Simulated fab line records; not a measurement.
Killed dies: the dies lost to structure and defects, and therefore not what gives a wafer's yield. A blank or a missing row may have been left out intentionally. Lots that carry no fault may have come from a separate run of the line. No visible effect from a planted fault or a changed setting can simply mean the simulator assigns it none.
fab line records	flow n5-finfet
record lots=7	wafers=21
route steps=1938 shown BEOL_M7@1308 BEOL_M8@1348 BEOL_M9@1431 BEOL_M10@1496 BEOL_M11@1539 PASSIVATION@1936
start-h: start of the lot's first displayed wafer, in hours after the record's first day	wait-h: time in hours since the lot's previous step	" as in the row above	L1.1+2: one row covering several wafers at once	- no value, or no start was given	* or withheld: withheld	< > ~ a bound
route shown NAME@n: NAME is a module with steps in the file, n the number in the route of the first one	usual: mean/standard deviation taken from wafers without a fault	same: alike in all rows	chamber/n: place in a boat	sites: the reading at each site	_std_site: how widely they spread, as a standard deviation	_edge_site: mean of outer sites minus mean of inner sites	radius-mm: how far each site lies from the wafer's centre	mask NAME#n: copy n	behind: the last tool/chamber to shape the wafer	hold: why the lot went on hold/how many hours it stayed there/how the hold came to an end	device: the n, p or np transistor that did not switch	end of line: tests of these same wafers at the route's end	where a step has no rows: the recipe by itself	killed: dies lost to structure and defects at the first sort, not the wafer's yield	map: per-die view of a wafer (x killed, . not killed, _ where there is no die)
set.NAME: the setting as run; set.NAME@STEP: as run at that earlier step	model.NAME: the simulator's own value behind a step, which no gauge read
lots with deliberately changed settings; one table per step, one row per wafer
## steps
# step N5_BEOL_M7_TRENCH_ETCH_37
# recipe chemistry=C4F6/O2	target-depth-a=934.78	target=SiCOH_lowk	time-s=31.2	ion-energy-ev=250	pressure-mtorr=30	source-w=345	bias-w=185	Ar_flow_sccm=300	C4F6_flow_sccm=10	O2_flow_sccm=10
lot.wafer	tool	chamber	start-h	wait-h	set.source-w	model.etch.depth-nm	model.BEOL_M7.feature-depth-nm
L074.1	rie-diel-06	0	-	-	405.8	100.1	100
L074.2	"	1	"	"	345	95.11	95.2
L074.3	"	2	"	"	405.8	102	102
L077.3	rie-diel-05	0	-	-	368.2	96.35	96.4
L077.4	"	1	"	"	368.2	95.79	95.8
L077.5	"	0	"	"	345	94.22	94.2
L078.1	rie-diel-03	2	-	-	325	91.7	91.6
L078.3	"	0	"	"	345	94.43	94.4
L078.5	"	0	"	"	325	93.16	93.2
L080.1	rie-diel-05	2	-	-	345	91.93	92
L080.2	"	1	"	"	345	93.29	93.2
L080.3	"	0	"	"	345	92.82	92.8
L084.4	rie-diel-03	0	-	-	377.3	98.8	98.8
L084.5	"	3	"	"	345	94.56	94.6
L084.6	"	0	"	"	377.3	99.68	99.6
L088.1	rie-diel-06	0	-	-	345	92.44	92.4
L088.2	"	3	"	"	345	93.58	93.6
L088.5	"	1	"	"	345	93.6	93.6
L096.2	rie-diel-06	2	-	-	345	95.19	95.2
L096.3	"	1	"	"	345	93.13	93.2
L096.6	"	1	"	"	345	93.33	93.4
# step N5_BEOL_M7_ETCH_41
# recipe chemistry=CH3F/O2	target=SiCN	target-depth-a=319	taper-deg=2	time-s=57.8	ion-energy-ev=120	mask-material=TiN	pressure-mtorr=30	source-w=395	bias-w=75	Ar_flow_sccm=150	CH3F_flow_sccm=30	O2_flow_sccm=20
# step N5_BEOL_M7_STRIP_80
# recipe chemistry=N2/H2	time-s=10	power-w=450	temp-c=40	pressure-mtorr=20	rf-frequency-hz=6e+07	bias-power-w=7	n2-flow-sccm=200	h2-flow-sccm=200
# step N5_BEOL_M7_OCD_MEAS_38
# usual trench-depth-nm=93.6/1.9
lot.wafer	tool	chamber	start-h	wait-h	set.source-w@BEOL_M7_TRENCH_ETCH_37	trench-depth-nm
L074.1	ocd-02	-	199.54	-	405.8	99.7
L074.2	"	-	"	"	345	95.1
L074.3	"	-	"	"	405.8	101.6
L077.3	ocd-02	-	220.91	-	368.2	95.9
L077.4	"	-	"	"	368.2	96.1
L077.5	"	-	"	"	345	94.0
L078.1	ocd-02	-	223.86	-	325	91.8
L078.3	"	-	"	"	345	94.3
L078.5	"	-	"	"	325	93.5
L080.1	ocd-01	-	244.02	-	345	92.1
L080.2	"	-	"	"	345	93.5
L080.3	"	-	"	"	345	92.8
L084.4	ocd-02	-	262.24	-	377.3	98.7
L084.5	"	-	"	"	345	94.1
L084.6	"	-	"	"	377.3	99.7
L088.1	ocd-01	-	304.13	-	345	92.3
L088.2	"	-	"	"	345	93.1
L088.5	"	-	"	"	345	93.5
L096.2	ocd-02	-	343.59	-	345	95.1
L096.3	"	-	"	"	345	93.1
L096.6	"	-	"	"	345	93.1
# step N5_BEOL_M7_HM_STRIP_39
# recipe chemistry=peroxide-tin-strip	material=TiN	target-depth-a=250	temp-c=50	time-s=158
# step N5_BEOL_M7_SRD_40
# recipe time-s=30	temp-c=23	rinse-liquid=diw	dry=ipa-marangoni
# step N5_BEOL_M7_PRECLEAN_42
# recipe chemistry=residue-remover	time-s=60	temp-c=40
# step N5_BEOL_M7_SRD_43
# recipe time-s=30	temp-c=23	rinse-liquid=diw	dry=ipa-marangoni
# step N5_BEOL_M7_CD_MEAS_35
# recipe target-cd-nm=40	polarity=opening
# usual cd-nm=39.9/0.52
lot.wafer	tool	chamber	start-h	wait-h	set.dose-mj@BEOL_M7_EXPOSE_08	cd-nm
L074.1	cd-sem-03	-	199.70	0.0	73.01	42.5
L074.2	"	-	"	"	68.25	39.6
L074.3	"	-	"	"	68.25	39.2
L077.3	cd-sem-03	-	221.06	0.0	72.24	43.0
L077.4	"	-	"	"	68.25	39.3
L077.5	"	-	"	"	72.24	42.6
L078.1	cd-sem-03	-	224.01	0.0	64.27	37.3
L078.3	"	-	"	"	68.25	39.6
L078.5	"	-	"	"	68.25	40.1
L080.1	cd-sem-02	-	244.18	0.0	68.25	39.8
L080.2	"	-	"	"	68.25	40.0
L080.3	"	-	"	"	63.19	36.9
L084.4	cd-sem-02	-	262.39	0.0	68.25	40.8
L084.5	"	-	"	"	68.25	40.3
L084.6	"	-	"	"	68.25	39.8
L088.1	cd-sem-01	-	304.28	0.0	68.25	39.7
L088.2	"	-	"	"	68.25	39.4
L088.5	"	-	"	"	70.25	40.6
L096.2	cd-sem-01	-	343.74	0.0	68.25	39.6
L096.3	"	-	"	"	68.25	39.9
L096.6	"	-	"	"	68.25	39.2
# step N5_BEOL_M8_DESCUM_16
# recipe chemistry=O2	time-s=7.9	source-power-w=50	bias-power-w=20	pressure-mtorr=20	rf-frequency-hz=2.712e+07	temp-c=40	resist=CAR-ArF	o2-flow-sccm=225
lot.wafer	tool	chamber	start-h	wait-h	set.time-s	model.CAR-ArF_of_BEOL_M8_COAT_05.thk-nm
L074.1+2	rie-diel-02	2,3	204.41	0.2	9.171	82.8
L074.3	"	1	"	"	7.9	83.8
L077.3	rie-diel-01	3	225.34	0.0	6.881	84.4
L077.4	"	0	"	"	7.9	83.4
L077.5	"	1	"	"	6.881	84.2
L078.1	rie-diel-02	3	228.51	0.0	7.9	83.6
L078.3+5	"	0	"	"	7.9	83.4
L080.1	rie-diel-04	3	250.54	0.0	7.9	83.6
L080.2	"	2	"	"	8.717	83
L080.3	"	1	"	"	7.9	83.2
L084.4	rie-diel-02	2	268.65	0.1	7.391	83.6
L084.5	"	3	"	"	7.391	84
L084.6	"	2	"	"	7.391	83.8
L088.1	rie-diel-01	1	308.66	0.4	7.9	84
L088.2	"	2	"	"	7.9	83.8
L088.5	"	3	"	"	7.9	83.6
L096.2+3+6	rie-diel-01	2,0,0	349.99	0.2	7.9	83.6
# step N5_BEOL_M8_ETCH_61
# recipe chemistry=CF4	target=SiARC	target-depth-a=455	mask-material=CAR-ArF	time-s=75.8	ion-energy-ev=80	pressure-mtorr=40	source-w=545	bias-w=36	Ar_flow_sccm=100	cf4-flow-sccm=100	ends=cleared
lot.wafer	tool	chamber	start-h	wait-h	set.time-s@BEOL_M8_DESCUM_16	model.CAR-ArF_of_BEOL_M8_COAT_05.thk-nm
L074.1+2	rie-diel-02	2,3	204.45	0.0	9.171	50.2
L074.3	"	1	"	"	7.9	51
L077.3	rie-diel-01	3	225.38	0.0	6.881	51.8
L077.4	"	0	"	"	7.9	51
L077.5	"	1	"	"	6.881	51.6
L078.1	rie-diel-02	3	228.54	0.0	7.9	51
L078.3+5	"	0	"	"	7.9	50.8
L080.1	rie-diel-04	3	250.57	0.0	7.9	50.8
L080.2	"	2	"	"	8.717	50.2
L080.3	"	1	"	"	7.9	50.6
L084.4+6	rie-diel-02	2	268.69	0.0	7.391	51.2
L084.5	"	3	"	"	7.391	51.4
L088.1	rie-diel-01	1	308.69	0.0	7.9	51.4
L088.2	"	2	"	"	7.9	51.2
L088.5	"	3	"	"	7.9	50.8
L096.2+3+6	rie-diel-01	2,0,0	350.03	0.0	7.9	51
# step N5_BEOL_M8_ETCH_62
# recipe chemistry=N2/H2	target=SOC	target-depth-a=1100	overetch-a=220	mask-material=SiARC	temp-c=40	time-s=165	ion-energy-ev=200	pressure-mtorr=30	source-w=840	bias-w=150	n2-flow-sccm=200	h2-flow-sccm=200
lot.wafer	tool	chamber	start-h	wait-h	set.time-s	model.SiARC_of_BEOL_M8_COAT_60.thk-nm
L074.1	rie-diel-02	2	204.51	0.0	186.7	27.8
L074.2	"	3	"	"	186.7	27.4
L074.3	"	1	"	"	165	28.4
L077.3	rie-diel-01	3	225.43	0.0	138.2	29.4
L077.4	"	0	"	"	165	28.4
L077.5	"	1	"	"	165	28
L078.1	rie-diel-02	3	228.60	0.0	165	28
L078.3	"	0	"	"	136.4	29.6
L078.5	"	0	"	"	165	28.6
L080.1+2	rie-diel-04	3,2	250.63	0.0	176.8	28
L080.3	"	1	"	"	165	28.4
L084.4	rie-diel-02	2	268.74	0.0	165	28.4
L084.5	"	3	"	"	142	29
L084.6	"	2	"	"	142	29.4
L088.1	rie-diel-01	1	308.75	0.0	147.5	29
L088.2+5	"	2,3	"	"	147.5	29.2
L096.2+6	rie-diel-01	2,0	350.08	0.0	165	28.4
L096.3	"	0	"	"	165	28.2
# step N5_BEOL_M9_EXPOSE_25
# recipe mask-id=V8	na=0.33	source-shape=annular	sigma-inner=0.4	sigma-outer=0.8	polarization=unpolarized	dose-mj=37.25
lot.wafer	tool	chamber	start-h	wait-h	mask	set.dose-mj
L074.1+3	euv-scanner-02	0	213.34	-	V8#0	37.25
L074.2	"	0	"	"	V8#0	35.04
L077.3	euv-scanner-01	0	232.93	-	V8#0	37.25
L077.4+5	"	0	"	"	V8#0	38.45
L078.1+3	euv-scanner-02	0	236.28	-	V8#0	37.25
L078.5	"	0	"	"	V8#0	34.77
L080.1+2+3	euv-scanner-02	0	260.82	-	V8#0	37.25
L084.4	euv-scanner-02	0	284.24	-	V8#0	37.25
L084.5+6	"	0	"	"	V8#0	39.11
L088.1+5	euv-scanner-02	0	322.39	-	V8#0	37.25
L088.2	"	0	"	"	V8#0	34.46
L096.2+3+6	euv-scanner-02	0	364.66	-	V8#0	37.25
# step N5_BEOL_M9_PEB_26
# recipe peb-temp-c=100	peb-time-s=60	resist=CAR-EUV
# step N5_BEOL_M9_DEVELOP_27
# recipe develop-time-s=30	developer=TMAH	resist=CAR-EUV	rinse-liquid=surfactant-rinse	dry=air-spin	dev-temp-c=23
# step N5_BEOL_M9_CD_MEAS_28
# recipe target-cd-nm=70	landing-energy-ev=500	detector=se-inlens	polarity=opening
# usual cd-nm=70.06/0.24
lot.wafer	tool	chamber	start-h	wait-h	set.dose-mj@BEOL_M9_EXPOSE_25	cd-nm
L074.1	cd-sem-01	0	213.46	-	37.25	70.21
L074.2	"	0	"	"	35.04	68.68
L074.3	"	0	"	"	37.25	70.10
L077.3	cd-sem-03	0	233.05	-	37.25	70.24
L077.4	"	0	"	"	38.45	70.56
L077.5	"	0	"	"	38.45	70.85
L078.1	cd-sem-01	0	236.40	-	37.25	70.10
L078.3	"	0	"	"	37.25	70.20
L078.5	"	0	"	"	34.77	67.97
L080.1	cd-sem-03	0	260.95	-	37.25	69.84
L080.2	"	0	"	"	37.25	70.24
L080.3	"	0	"	"	37.25	70.32
L084.4	cd-sem-03	0	284.36	-	37.25	69.98
L084.5	"	0	"	"	39.11	71.13
L084.6	"	0	"	"	39.11	71.54
L088.1	cd-sem-03	0	322.52	-	37.25	70.96
L088.2	"	0	"	"	34.46	68.88
L088.5	"	0	"	"	37.25	69.70
L096.2	cd-sem-03	0	364.79	-	37.25	69.72
L096.3	"	0	"	"	37.25	70.03
L096.6	"	0	"	"	37.25	70.33
# step N5_BEOL_M10_COAT_22
# recipe resist=CAR-ArF	spin-rpm=1500	resist-thk-nm=90
lot.wafer	tool	chamber	start-h	wait-h	set.spin-rpm	model.CAR-ArF_of_BEOL_M10_COAT_22.thk-nm
L074.1	litho-track-04	0	-	-	1500	90
L074.2+3	"	0	"	"	1500	89.8
L078.1	litho-track-01	0	-	-	1656	86
L078.3	"	0	"	"	1500	90
L078.5	"	0	"	"	1500	90.4
L077.3	litho-track-04	0	-	-	1639	86.6
L077.4	"	0	"	"	1639	86.4
L077.5	"	0	"	"	1500	90.4
L080.1	litho-track-01	0	-	-	1410	93
L080.2	"	0	"	"	1500	89.8
L080.3	"	0	"	"	1500	90.2
L084.4	litho-track-01	0	-	-	1346	95.2
L084.5	"	0	"	"	1346	94.8
L084.6	"	0	"	"	1500	90.2
L088.1	litho-track-04	0	-	-	1668	85.4
L088.2	"	0	"	"	1500	90
L088.5	"	0	"	"	1500	90.2
L096.2	litho-track-05	0	-	-	1500	90.6
L096.3+6	"	0	"	"	1500	90.2
# step N5_BEOL_M10_PEB_26
# recipe peb-temp-c=withheld	peb-time-s=60	resist=CAR-ArF
lot.wafer	tool	chamber	start-h	wait-h	set.peb-time-s
L074.1	litho-track-04	0	220.11	0.1	53.73
L074.2+3	"	0	"	"	60
L078.1+3+5	litho-track-04	0	243.16	0.1	60
L077.3+4+5	litho-track-05	0	243.33	0.0	47.02
L080.1+2+3	litho-track-01	0	270.29	0.1	60
L084.4+5+6	litho-track-01	0	298.07	0.0	60
L088.1	litho-track-01	0	332.03	0.1	48.76
L088.2+5	"	0	"	"	60
L096.2+3+6	litho-track-04	0	372.82	0.1	60
# step N5_BEOL_M10_DEVELOP_27
# recipe develop-time-s=30	developer=TMAH	resist=CAR-ArF	rinse-liquid=diw	dry=air-spin	dev-temp-c=23
# step N5_BEOL_M10_CD_MEAS_28
# recipe target-cd-nm=70	landing-energy-ev=500	detector=se-inlens	polarity=opening
# usual cd-nm=70.0/0.92
lot.wafer	tool	chamber	start-h	wait-h	set.peb-time-s@BEOL_M10_PEB_26	cd-nm
L074.1	cd-sem-03	0	220.18	-	53.73	63.7
L074.2	"	0	"	"	60	70.6
L074.3	"	0	"	"	60	70.2
L078.1	cd-sem-03	0	243.23	-	60	69.8
L078.3	"	0	"	"	60	69.0
L078.5	"	0	"	"	60	69.3
L077.3	cd-sem-01	0	243.40	-	47.02	59.4
L077.4	"	0	"	"	47.02	59.9
L077.5	"	0	"	"	47.02	58.0
L080.1	cd-sem-01	0	270.35	-	60	71.1
L080.2	"	0	"	"	60	71.0
L080.3	"	0	"	"	60	71.6
L084.4	cd-sem-01	0	298.14	-	60	70.3
L084.5	"	0	"	"	60	70.3
L084.6	"	0	"	"	60	70.5
L088.1	cd-sem-03	0	332.10	-	48.76	61.7
L088.2	"	0	"	"	60	69.9
L088.5	"	0	"	"	60	71.6
L096.2	cd-sem-03	0	372.88	-	60	70.2
L096.3	"	0	"	"	60	69.6
L096.6	"	0	"	"	60	69.9
# step N5_BEOL_M11_PECVD_70
# recipe material=SiO2	target-thk-a=200	temp-c=400	precursor=TEOS/O2	pressure-torr=5.5	rf-w=450	teos-flow-sccm=53.8	gas=O2	flow-sccm=3000	time-s=22.7
lot.wafer	tool	chamber	start-h	wait-h	set.time-s	model.SiO2_of_BEOL_M11_PECVD_70.thk-nm
L074.1	pecvd-03	0	223.55	0.0	20.25	18.2
L074.2	"	1	"	"	20.25	18
L074.3	"	0	"	"	20.25	18.4
L077.3	pecvd-01	1	247.42	0.0	22.7	20
L077.4	"	1	"	"	19.54	17.4
L077.5	"	0	"	"	22.7	20.6
L078.1	pecvd-02	2	247.83	0.0	21.79	19.2
L078.3	"	1	"	"	21.79	19
L078.5	"	2	"	"	22.7	20.2
L080.1	pecvd-02	1	275.56	0.0	22.7	20.2
L080.2	"	0	"	"	20.96	18.8
L080.3	"	2	"	"	20.96	18.2
L084.4+5	pecvd-03	0,1	301.73	0.1	22.7	19.8
L084.6	"	2	"	"	22.7	19.6
L088.1+5	pecvd-03	2	337.93	0.0	22.7	19.6
L088.2	"	1	"	"	22.7	19.8
L096.2	pecvd-03	1	377.19	0.0	22.7	20.2
L096.3	"	0	"	"	22.7	20
L096.6	"	2	"	"	22.7	20.4
# step N5_PASSIVATION_PROBE_49
# usual sort_bin_8_speed=0/0
lot.wafer	tool	chamber	start-h	wait-h	set.time-s@BEOL_M11_PECVD_70	set.source-w@PASSIVATION_ETCH_54	set.platen-rpm@BEOL_M5_CMP_52	sort_bin_8_speed[%]
L074.1	prober-02	-	268.29	0.0	20.25	650	49.54	0
L074.2	prober-02	-	268.34	0.1	20.25	650	49.54	0
L074.3	prober-02	-	268.39	0.1	20.25	650	49.54	0
L078.1	prober-01	-	296.78	0.0	21.79	650	50.83	0
L078.3	prober-01	-	296.88	0.1	21.79	650	50.83	0
L078.5	prober-01	-	296.98	0.2	22.7	650	50	0
L077.3	prober-01	-	300.88	0.1	22.7	720.4	50	0.17
L077.4	prober-01	-	300.93	0.2	19.54	720.4	50	0
L077.5	prober-01	-	300.98	0.2	22.7	650	50	0.25
L080.1	prober-02	-	337.80	0.0	22.7	741.1	49.09	0
L080.2	prober-02	-	337.85	0.1	20.96	741.1	50	0
L080.3	prober-02	-	337.90	0.1	20.96	650	49.09	0
L084.4	prober-01	-	350.71	0.2	22.7	650	50	0.08
L084.5	prober-01	-	350.76	0.2	22.7	755.5	50	0
L084.6	prober-01	-	350.81	0.3	22.7	755.5	50	0
L088.1	prober-02	-	388.97	0.0	22.7	650	50	0
L088.2	prober-02	-	389.02	0.1	22.7	650	50	0
L088.5	prober-02	-	389.17	0.2	22.7	650	50	0
L096.2	prober-02	-	424.37	0.1	22.7	650	50	0
L096.3	prober-02	-	424.42	0.1	22.7	650	50	0
L096.6	prober-02	-	424.57	0.3	22.7	650	50	0
## key
split step=N5_BEOL_M7_TRENCH_ETCH_37	setting=source-w	stated=345	by=wafer
response step=N5_BEOL_M7_TRENCH_ETCH_37	reading=model.etch.depth-nm	change=+0.362	per=1%	r=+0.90
response step=N5_BEOL_M7_TRENCH_ETCH_37	reading=model.BEOL_M7.feature-depth-nm	change=+0.356	per=1%	r=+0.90
response step=N5_BEOL_M7_OCD_MEAS_38	reading=trench-depth-nm	change=+0.353	per=1%	r=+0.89
split step=N5_BEOL_M8_DESCUM_16	setting=time-s	stated=7.9	by=wafer
response step=N5_BEOL_M8_DESCUM_16	reading=model.CAR-ArF_of_BEOL_M8_COAT_05.thk-nm	change=-0.0598	per=1%	r=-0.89
response step=N5_BEOL_M8_ETCH_61	reading=model.CAR-ArF_of_BEOL_M8_COAT_05.thk-nm	change=-0.0509	per=1%	r=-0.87
split step=N5_BEOL_M8_ETCH_62	setting=time-s	stated=165	by=wafer
response step=N5_BEOL_M8_ETCH_62	reading=model.SiARC_of_BEOL_M8_COAT_60.thk-nm	change=-0.0677	per=1%	r=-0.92
split step=N5_BEOL_M9_EXPOSE_25	setting=dose-mj	stated=37.25	by=wafer
response step=N5_BEOL_M9_CD_MEAS_28	reading=cd-nm	change=+0.248	per=1%	r=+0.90
split step=N5_BEOL_M10_COAT_22	setting=spin-rpm	stated=1500	by=wafer
response step=N5_BEOL_M10_COAT_22	reading=model.CAR-ArF_of_BEOL_M10_COAT_22.thk-nm	change=-0.433	per=1%	r=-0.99
split step=N5_BEOL_M10_PEB_26	setting=peb-time-s	stated=60	by=wafer
response step=N5_BEOL_M10_CD_MEAS_28	reading=cd-nm	change=+0.518	per=1%	r=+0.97
split step=N5_BEOL_M11_PECVD_70	setting=time-s	stated=22.7	by=wafer
response step=N5_BEOL_M11_PECVD_70	reading=model.SiO2_of_BEOL_M11_PECVD_70.thk-nm	change=+0.215	per=1%	r=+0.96
response step=N5_PASSIVATION_PROBE_49	reading=sort_bin_8_speed	slope=+0.0126	per=1%	together-with=source-w@PASSIVATION_ETCH_54,platen-rpm@BEOL_M5_CMP_52	explained=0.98
split outside-this-file step=N5_BEOL_M5_CMP_52 setting=platen-rpm
split outside-this-file step=N5_BEOL_M7_EXPOSE_08 setting=dose-mj
split outside-this-file step=N5_PASSIVATION_ETCH_54 setting=source-w
# split outside-this-file: this setting was split too, and the file shows its column; the key of that split is in another file
